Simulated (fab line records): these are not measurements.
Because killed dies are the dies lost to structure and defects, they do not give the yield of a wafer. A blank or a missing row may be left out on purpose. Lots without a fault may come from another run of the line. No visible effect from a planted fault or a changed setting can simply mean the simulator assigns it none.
Split-lot study    flow n5-finfet    39 wafers read from 7 lots, route of 1938 steps

== THE SPLIT ==
At N5_DUMMY_GATE_EXPOSE_12 (exposes mask GATE, target cd 25 nm), the setting dose-mj was moved away from the recipe's 34 on 18 of the 39 wafers read, by -8.0% to +7.0%. For the rest of the wafers, this setting stayed at what the recipe calls for.

== FROM THE SPLIT TO THE READING: what the file shows between them, 2 steps ==
- N5_DUMMY_GATE_PEB_13: peb time 60 s
- N5_DUMMY_GATE_DEVELOP_14: develop time 30 s

== THE READING ==
cd-nm (nm) at N5_DUMMY_GATE_CD_MEAS_15, where the cd target is 25.8 nm. Fault-free wafers of this fab line usually give 24.97 nm, standard deviation 0.23 nm.

wafer   tool, chamber at the split  dose-mj as run  against the recipe  cd-nm, nm  against lot-mates on the recipe
L076.1  euv-scanner-01, 0           34              recipe              25.03      -
L076.2  euv-scanner-01, 0           31.29           -8.0%               26.33      +1.32
L076.3  euv-scanner-01, 0           31.29           -8.0%               26.42      +1.41
L076.4  euv-scanner-01, 0           31.29           -8.0%               26.46      +1.45
L076.5  euv-scanner-01, 0           34              recipe              24.89      -
L076.6  euv-scanner-01, 0           34              recipe              25.10      -
L082.1  euv-scanner-01, 0           34              recipe              24.82      -
L082.2  euv-scanner-01, 0           34              recipe              25.29      -
L082.3  euv-scanner-01, 0           35.19           +3.5%               24.80      -0.21
L082.4  euv-scanner-01, 0           35.19           +3.5%               24.38      -0.63
L082.5  euv-scanner-01, 0           34              recipe              24.93      -
L082.6  euv-scanner-01, 0           35.19           +3.5%               24.38      -0.63
L084.1  euv-scanner-01, 0           34              recipe              24.87      -
L084.2  euv-scanner-01, 0           34              recipe              24.61      -
L084.3  euv-scanner-01, 0           34.99           +2.9%               24.91      +0.07
L084.4  euv-scanner-01, 0           34.99           +2.9%               24.76      -0.08
L084.5  euv-scanner-01, 0           34.99           +2.9%               24.65      -0.19
L084.6  euv-scanner-01, 0           34              recipe              25.05      -
L086.1  euv-scanner-02, 0           35.41           +4.1%               24.08      -0.95
L086.2  euv-scanner-02, 0           34              recipe              24.94      -
L086.3  euv-scanner-02, 0           34              recipe              25.11      -
L086.4  euv-scanner-02, 0           35.41           +4.1%               24.63      -0.40
L086.5  euv-scanner-02, 0           35.41           +4.1%               23.81      -1.22
L086.6  euv-scanner-02, 0           34              recipe              25.03      -
L092.1  euv-scanner-01, 0           36.38           +7.0%               23.54      -1.47
L092.2  euv-scanner-01, 0           36.38           +7.0%               23.79      -1.22
L092.3  euv-scanner-01, 0           34              recipe              25.16      -
L092.4  euv-scanner-01, 0           34              recipe              25.02      -
L092.5  euv-scanner-01, 0           36.38           +7.0%               23.35      -1.66
L092.6  euv-scanner-01, 0           34              recipe              24.85      -
L093.1  euv-scanner-01, 0           34              recipe              24.70      -
L093.3  euv-scanner-01, 0           34              recipe              25.15      -
L093.4  euv-scanner-01, 0           34              recipe              24.72      -
L096.1  euv-scanner-01, 0           35.49           +4.4%               24.24      -0.59
L096.2  euv-scanner-01, 0           34              recipe              24.96      -
L096.3  euv-scanner-01, 0           34              recipe              25.01      -
L096.4  euv-scanner-01, 0           35.49           +4.4%               24.50      -0.33
L096.5  euv-scanner-01, 0           35.49           +4.4%               24.14      -0.69
L096.6  euv-scanner-01, 0           34              recipe              24.51      -

THE FIT
A straight line over all 39 wafers: cd-nm changes by -0.176 nm for each +1% of dose-mj; r = -0.94; the points scatter about the line by 0.23 nm.
The same after taking each lot's own level away (the mean of its wafers on the recipe; 39 wafers): -0.174 nm for each +1%; r = -0.93; scatter 0.24 nm.
On that fit, the largest move of dose-mj shifts the reading by 1.4 nm.
Across the lots, their own levels run from 24.827 to 25.027 nm, a range of 0.9 times the standard deviation given above.
So the lot-to-lot level changes the slope little: the two slopes agree.
Check: with one of the wafers moved furthest among these (-8.0%) left out of the fit, the line predicts +1.45 nm for it against its lot-mates. Against them it came out at +1.32 nm.

== THE FILE'S OWN FIT ==
cd-nm changes by -0.172 nm for each +1% of dose-mj, r = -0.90.
